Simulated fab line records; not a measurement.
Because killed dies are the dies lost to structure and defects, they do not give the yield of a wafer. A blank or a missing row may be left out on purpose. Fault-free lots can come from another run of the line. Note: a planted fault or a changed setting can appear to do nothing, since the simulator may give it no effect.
Matching of chambers / flow n5Finfet / 4 sister chambers for N5_BEOL_M2_ALD_98 on aldSin-04
The step deposits SiO2, target thk 2.5 nm, pulse time 1 s, co reactant pulse time 1 s. 7 wafers are shown with their chamber, then 7 later ones without.

EACH WAFER AND ITS CHAMBER
wafer=L450.6; chamber=2; heaterPowerW (W)=64; precursorPulseHeightRel=0.993
wafer=L452.2; chamber=3; heaterPowerW (W)=77; precursorPulseHeightRel=1.012
wafer=L454.1; chamber=1; heaterPowerW (W)=79; precursorPulseHeightRel=1.011
wafer=L454.3; chamber=0; heaterPowerW (W)=84; precursorPulseHeightRel=1.023
wafer=L454.4; chamber=2; heaterPowerW (W)=65; precursorPulseHeightRel=0.961
wafer=L455.1; chamber=0; heaterPowerW (W)=85; precursorPulseHeightRel=1.000
wafer=L455.3; chamber=1; heaterPowerW (W)=77; precursorPulseHeightRel=0.994

WAFERS MISSING THEIR CHAMBER
wafer=L455.5; heaterPowerW (W)=77; precursorPulseHeightRel=0.986
wafer=L457.1; heaterPowerW (W)=78; precursorPulseHeightRel=0.990
wafer=L457.2; heaterPowerW (W)=66; precursorPulseHeightRel=1.049
wafer=L457.5; heaterPowerW (W)=79; precursorPulseHeightRel=1.015
wafer=L459.1; heaterPowerW (W)=64; precursorPulseHeightRel=1.033
wafer=L459.2; heaterPowerW (W)=78; precursorPulseHeightRel=1.018
wafer=L459.3; heaterPowerW (W)=84; precursorPulseHeightRel=1.017

CHAMBER TAKEN BY EACH
wafer=L455.5; from the rows above=can't be placed: 1 or 3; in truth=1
wafer=L457.1; from the rows above=can't be placed: 1 or 3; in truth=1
wafer=L457.2; from the rows above=2; in truth=2
wafer=L457.5; from the rows above=can't be placed: 1 or 3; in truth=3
wafer=L459.1; from the rows above=2; in truth=2
wafer=L459.2; from the rows above=can't be placed: 1 or 3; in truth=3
wafer=L459.3; from the rows above=0; in truth=0
3 of 7 placed correctly. Cannot be placed on the basis of these rows: 4; the candidates contain the true chamber in 4. 0 placed wrongly.
How it was worked out, from the rows above alone: a wafer's distance from a chamber is the root of the sum, over the readings, of the square of ((its reading less the chamber's mean) divided by the reading's scatter). The wafer belongs to the nearest chamber; if the next one is less than 2 further off, it can't be placed. The mean given for a chamber averages the wafers shown for that chamber. The scatter: take each reading less its chamber's mean, square it, sum over the shown wafers, divide by the number of wafers less the number of chambers, and take the root.
